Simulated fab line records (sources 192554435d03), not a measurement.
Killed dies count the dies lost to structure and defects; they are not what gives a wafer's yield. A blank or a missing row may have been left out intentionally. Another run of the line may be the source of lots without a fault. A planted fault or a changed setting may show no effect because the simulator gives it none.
Split-lot trial    flow n5_finfet    21 wafers read from 7 lots, route of 1938 steps

## SPLIT DETAILS
At N5_DUMMY_GATE_HM_DEP_06 (deposits SiNx from DCS/NH3, target thk 80 nm, time 5141 s), the setting time_s was moved away from the recipe's 5141 s on 15 of the 21 wafers read, by -4.6% to +11.0%. This setting was run at the recipe's value on the other wafers.

Reading taken at the split's own step.

## THE READING
SiNx_of_DUMMY_GATE_HM_DEP_06.thk_nm (the simulator's own value, which no gauge read), in nm, at N5_DUMMY_GATE_HM_DEP_06 (deposits SiNx from DCS/NH3, target thk 80 nm, time 5141 s). The file does not state a usual value for it. Here, 6 wafers ran the recipe; their average is 79.8 nm with a standard deviation of 1.2 nm.

wafer   tool, chamber at the split  time_s as run, s  against the recipe  SiNx_of_DUMMY_GATE_HM_DEP_06.thk_nm, nm  against lot-mates on the recipe
L076.1  -, -                        5618              +9.3%               87.4                                     no lot-mate on the recipe
L076.4  -, -                        5618              +9.3%               87                                       no lot-mate on the recipe
L076.5  -, -                        5618              +9.3%               86.8                                     no lot-mate on the recipe
L084.1  -, -                        5141              recipe              80.8                                     -
L084.4  -, -                        5141              recipe              81                                       -
L084.5  -, -                        5141              recipe              81.2                                     -
L085.1  -, -                        5667              +10.2%              87.6                                     no lot-mate on the recipe
L085.3  -, -                        5667              +10.2%              88.4                                     no lot-mate on the recipe
L085.5  -, -                        5667              +10.2%              88.6                                     no lot-mate on the recipe
L086.2  -, -                        5549              +7.9%               86.8                                     no lot-mate on the recipe
L086.4  -, -                        5549              +7.9%               85.8                                     no lot-mate on the recipe
L086.5  -, -                        5549              +7.9%               86.2                                     no lot-mate on the recipe
L088.1  -, -                        4903              -4.6%               77                                       no lot-mate on the recipe
L088.4  -, -                        4903              -4.6%               76.4                                     no lot-mate on the recipe
L088.6  -, -                        4903              -4.6%               76.8                                     no lot-mate on the recipe
L089.2  lpcvd-02, 0/45              5141              recipe              78.8                                     -
L089.3  lpcvd-02, 0/50,0/64         5141              recipe              78.4                                     -
L089.6  lpcvd-02, 0/50,0/64         5141              recipe              78.4                                     -
L091.1  -, -                        5708              +11.0%              87.8                                     no lot-mate on the recipe
L091.4  -, -                        5708              +11.0%              88.2                                     no lot-mate on the recipe
L091.6  -, -                        5708              +11.0%              88.4                                     no lot-mate on the recipe
If several chambers appear in one row, that row covers several wafers at once and the file leaves open which wafer was in which chamber.

FIT RESULTS
A straight line over all 21 wafers: SiNx_of_DUMMY_GATE_HM_DEP_06.thk_nm changes by +0.766 nm for each +1% of time_s; r = +0.99; the points scatter about the line by 0.8 nm.
Too few moved wafers have a lot-mate on the recipe to fit a line with each lot's own level taken away.

## THE FILE'S OWN FIT
SiNx_of_DUMMY_GATE_HM_DEP_06.thk_nm changes by +0.766 nm for each +1% of time_s, r = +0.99.
